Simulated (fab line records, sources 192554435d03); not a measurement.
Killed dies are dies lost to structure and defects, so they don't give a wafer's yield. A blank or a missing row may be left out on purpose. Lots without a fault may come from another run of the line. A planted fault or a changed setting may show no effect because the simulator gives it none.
Chamber matching | flow n5_finfet | N5_BEOL_M0_DEP_125 on pecvd-02: 3 sister chambers
The step deposits SiCN from 3MS/NH3, target thk 8 nm, time 14 s. 6 wafers are shown with their chamber, then 10 later ones without.

WAFERS WITH THEIR CHAMBER
wafer  | chamber | throttle_valve_pct (%) | showerhead_plenum_p_Torr (Torr)
L079.6 | 2       | 9.1                    | 3.681
L085.2 | 2       | 8.9                    | 3.688
L087.5 | 1       | 10.4                   | 3.661
L087.6 | 0       | 9.0                    | 3.639
L089.1 | 0       | 8.8                    | 3.659
L089.2 | 1       | 10.2                   | 3.656

WAFERS WITHOUT THEIR CHAMBER
wafer  | throttle_valve_pct (%) | showerhead_plenum_p_Torr (Torr)
L089.5 | 9.1                    | 3.660
L092.1 | 9.0                    | 3.648
L092.3 | 9.2                    | 3.652
L092.5 | 9.1                    | 3.655
L094.1 | 9.0                    | 3.652
L094.2 | 10.3                   | 3.651
L094.4 | 10.1                   | 3.670
L097.2 | 10.1                   | 3.662
L097.4 | 8.3                    | 3.673
L097.6 | 9.1                    | 3.650

WHICH CHAMBER EACH WENT THROUGH
wafer  | from the rows above     | in truth
L089.5 | can't be placed: 0 or 2 | 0
L092.1 | 0                       | 0
L092.3 | can't be placed: 0 or 2 | 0
L092.5 | can't be placed: 0 or 2 | 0
L094.1 | 0                       | 0
L094.2 | 1                       | 1
L094.4 | 1                       | 1
L097.2 | 1                       | 1
L097.4 | can't be placed: 0 or 2 | 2
L097.6 | 0                       | 0
Placed correctly: 6 of 10. Can't be placed from these rows: 4 (the true chamber is among the candidates in 4). Placed wrongly: 0.
How it was worked out, from the rows above alone: a wafer's distance from a chamber is the root of the sum, over the readings, of the square of ((its reading less the chamber's mean) divided by the reading's scatter). The wafer belongs to the nearest chamber; if the next one is less than 2 further off, it can't be placed. A chamber's mean is the mean of its shown wafers. The scatter: the root of (the sum of the squares of (reading less its chamber's mean) over the shown wafers, divided by (wafers less chambers)).
